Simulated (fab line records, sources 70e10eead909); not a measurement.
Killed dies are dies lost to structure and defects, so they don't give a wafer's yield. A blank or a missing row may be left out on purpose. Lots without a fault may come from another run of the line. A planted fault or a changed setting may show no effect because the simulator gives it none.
A struck lot beside a sound one | flow nand_harc | 14 steps out of a route of 1302
Sound: wafers L883.1, L883.3, L883.5. Struck: wafers L885.2, L885.3, L885.6. The cause comes at the end.
At each step with rows: each side's tool, then ch and its chambers, then its first start. Under that, the readings that differ: sound wafers | struck wafers | difference of the means | sigmas: that difference in standard deviations of wafers without a fault.
alike: readings whose means differ by less than 2 such deviations, and words and numbers that are the same on both sides. not compared: withheld readings, readings that some wafer has no value for, bounds like >300 that may hide the same value, and numbers for which the record gives no deviation and whose values overlap.
The two part at a step that has a row with sigmas, a row that says differs or no value, or rows on one side only. Numbers that don't overlap but have no deviation are shown without sigmas and don't part them. A reading that every wafer of one side lacks parts them only if that side has two wafers or more.

first, 6 steps without rows for these wafers: NHARC_A_STAIRCASE_SOFTBAKE_284 (time 170 s); NHARC_A_STAIRCASE_EBR_285; NHARC_A_STAIRCASE_EXPOSE_286 (exposes mask CHOP 100); NHARC_A_STAIRCASE_PEB_287 (peb time 130 s); NHARC_A_STAIRCASE_DEVELOP_288 (time 140 s); NHARC_A_STAIRCASE_HARDBAKE_290 (time 140 s).
NHARC_A_STAIRCASE_DESCUM_291: chemistry O2, time 3 s.
  sound on rie_diel-07 ch 1,2,3, day 18 09:40; struck on rie_diel-04 ch 0,2, day 18 21:16
  alike: drypump_motor_current_A, oes_product_au, rf_vpp_V, showerhead_plenum_p_Torr, throttle_valve_pct
  not compared: rf_hours_counter_h
NHARC_A_STAIRCASE_ETCH_292: etches the open film in CF4/CHF3.
  sound on rie_diel-07 ch 0,3, day 18 09:44; struck on rie_diel-04 ch 0,1,2, day 18 21:22
  alike: bias_w, cf4_flow_sccm, drypump_motor_current_A, oes_product_au, rf_fwd_power_W, rf_vpp_V, showerhead_plenum_p_Torr, throttle_valve_pct
  not compared: rf_hours_counter_h
NHARC_A_STAIRCASE_HM_OPEN_460: chemistry O2/COS.
  sound on rie_diel-07 ch 0,1,2; struck on rie_diel-04 ch 0,1
  reading            | sound             | struck            | difference | sigmas
  rf_fwd_power_W (W) | 497.9 496.4 492.6 | 498.5 500.1 499.2 | +3.6       | +2
  alike: drypump_motor_current_A, oes_product_au, rf_vpp_V, showerhead_plenum_p_Torr, throttle_valve_pct
  not compared: rf_hours_counter_h
then, 1 step without rows for these wafers: NHARC_A_STAIRCASE_STRIP_461 (strips in O2/COS).
NHARC_A_STAIRCASE_ETCH_452: etches the open film in CF4/O2, target depth 30 nm, overetch 3 nm, time 16.5 s.
  sound on rie_diel-07 ch 0,1; struck on rie_diel-04 ch 0,2
  alike: bias_w, cf4_flow_sccm, drypump_motor_current_A, oes_ar_750_au, oes_product_au, rf_fwd_power_W, rf_vpp_V, showerhead_plenum_p_Torr, throttle_valve_pct
  not compared: rf_hours_counter_h
NHARC_A_STAIRCASE_ETCH_294: etches the open film in C4F8/O2/Ar, target depth 4989 nm, time 1211.6 s.
  sound on rie_diel-07 ch 0,2, day 18 10:20; struck on rie_diel-04 ch 0,1,3, day 18 21:56
  no value came back on the struck wafers for any of 5 readings (bias_w (W), chamber_pressure_mTorr (mTorr) and others); on the sound wafers bias_w (W) reads 2991 2995 2974
  not compared: rf_hours_counter_h
NHARC_A_STAIRCASE_STRIP_295: strips in O2.
  sound on rie_diel-07 ch 1,2,3; struck on rie_diel-04 ch 0,1,3
  alike: drypump_motor_current_A, oes_product_au, rf_vpp_V, showerhead_plenum_p_Torr, throttle_valve_pct
  not compared: rf_hours_counter_h
-- the record jumps here: 8 days lie between the struck wafers' starts before and after (it left off in module A_STAIRCASE and takes up again in module END, whose first step shown is number 1302 of the route) --
NHARC_END_SORT_01:
  the record has rows for the struck wafers here (prober-01 ch 0, day 26 10:47) and none for the sound ones

WHERE THEY PART
First at NHARC_A_STAIRCASE_HM_OPEN_460; last, within this record, at NHARC_END_SORT_01.

WHY: what the simulator had put in
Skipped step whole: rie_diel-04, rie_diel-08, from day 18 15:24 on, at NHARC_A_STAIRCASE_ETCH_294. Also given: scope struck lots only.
